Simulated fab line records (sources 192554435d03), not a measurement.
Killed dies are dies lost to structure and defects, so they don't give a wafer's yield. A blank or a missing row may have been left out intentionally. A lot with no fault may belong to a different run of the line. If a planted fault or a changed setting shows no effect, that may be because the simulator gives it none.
Chamber matching | flow n5-finfet | rie-diel-06 running N5_MOL_CONTACT_COAG_VIA_ETCH_46: 4 sister chambers
The step etches SiO2 in C4F6/O2, target depth 46 nm, overetch 9.2 nm, time 40 s. 20 wafers are shown with their chamber, then 10 later ones without.

## WAFERS WITH THEIR CHAMBER
wafer  | chamber | rf-vpp-V (V) | drypump-motor-current-A (A) | throttle-valve-pct (%)
L075.2 | 2       | 1626         | 4.6                         | 41.0
L075.5 | 2       | 1626         | 4.6                         | 41.0
L075.6 | 3       | 1552         | 5.6                         | 40.5
L076.2 | 0       | 1591         | 5.5                         | 40.5
L076.3 | 2       | 1624         | 4.6                         | 41.0
L076.4 | 1       | 1553         | 5.3                         | 40.9
L078.1 | 0       | 1589         | 5.5                         | 40.5
L078.2 | 3       | 1550         | 5.6                         | 40.5
L078.6 | 3       | 1551         | 5.6                         | 40.5
L084.2 | 0       | 1590         | 5.5                         | 40.5
L084.5 | 1       | 1553         | 5.3                         | 40.9
L084.6 | 0       | 1590         | 5.4                         | 40.5
L087.1 | 0       | 1589         | 5.4                         | 40.6
L087.2 | 2       | 1624         | 4.6                         | 41.0
L087.5 | 1       | 1552         | 5.3                         | 40.9
L089.3 | 0       | 1589         | 5.5                         | 40.5
L089.4 | 3       | 1551         | 5.6                         | 40.5
L089.6 | 2       | 1623         | 4.6                         | 41.0
L091.3 | 0       | 1589         | 5.4                         | 40.6
L091.5 | 2       | 1624         | 4.6                         | 41.0

SIGNATURES (averages over the wafers above)
reading                 | chamber 0 | chamber 1 | chamber 2 | chamber 3 | scatter within a chamber
rf-vpp-V                | 1589.57   | 1552.67   | 1624.50   | 1551.00   | 0.931
drypump-motor-current-A | 5.457     | 5.300     | 4.600     | 5.600     | 0.0327
throttle-valve-pct      | 40.529    | 40.900    | 41.000    | 40.500    | 0.0299
Rule: for each reading, subtract the chamber's mean from the wafer's reading, divide by that reading's scatter and square the result; add these up over the readings and take the root, which gives the wafer's distance from the chamber. The wafer belongs to the nearest chamber; if the next one is less than 2 further off, it can't be placed. The scatter: take each reading less its chamber's mean, square it, sum over the shown wafers, divide by the number of wafers less the number of chambers, and take the root.

## WAFERS MISSING THEIR CHAMBER
wafer  | rf-vpp-V (V) | drypump-motor-current-A (A) | throttle-valve-pct (%)
L091.6 | 1553         | 5.3                         | 40.9
L095.3 | 1589         | 5.5                         | 40.5
L095.5 | 1624         | 4.6                         | 41.1
L095.6 | 1552         | 5.3                         | 40.9
L096.1 | 1552         | 5.3                         | 40.9
L096.5 | 1590         | 5.4                         | 40.6
L096.6 | 1623         | 4.6                         | 41.0
L097.4 | 1551         | 5.3                         | 40.9
L097.5 | 1624         | 4.6                         | 41.0
L097.6 | 1589         | 5.5                         | 40.6

## THE CHAMBER EACH PASSED THROUGH
wafer  | from the rows above | in truth
L091.6 | 1                   | 1
L095.3 | 0                   | 0
L095.5 | 2                   | 2
L095.6 | 1                   | 1
L096.1 | 1                   | 1
L096.5 | 0                   | 0
L096.6 | 2                   | 2
L097.4 | 1                   | 1
L097.5 | 2                   | 2
L097.6 | 0                   | 0
Correct placement for 10 of the 10. Can't be placed from these rows: 0. Wrongly placed: 0.
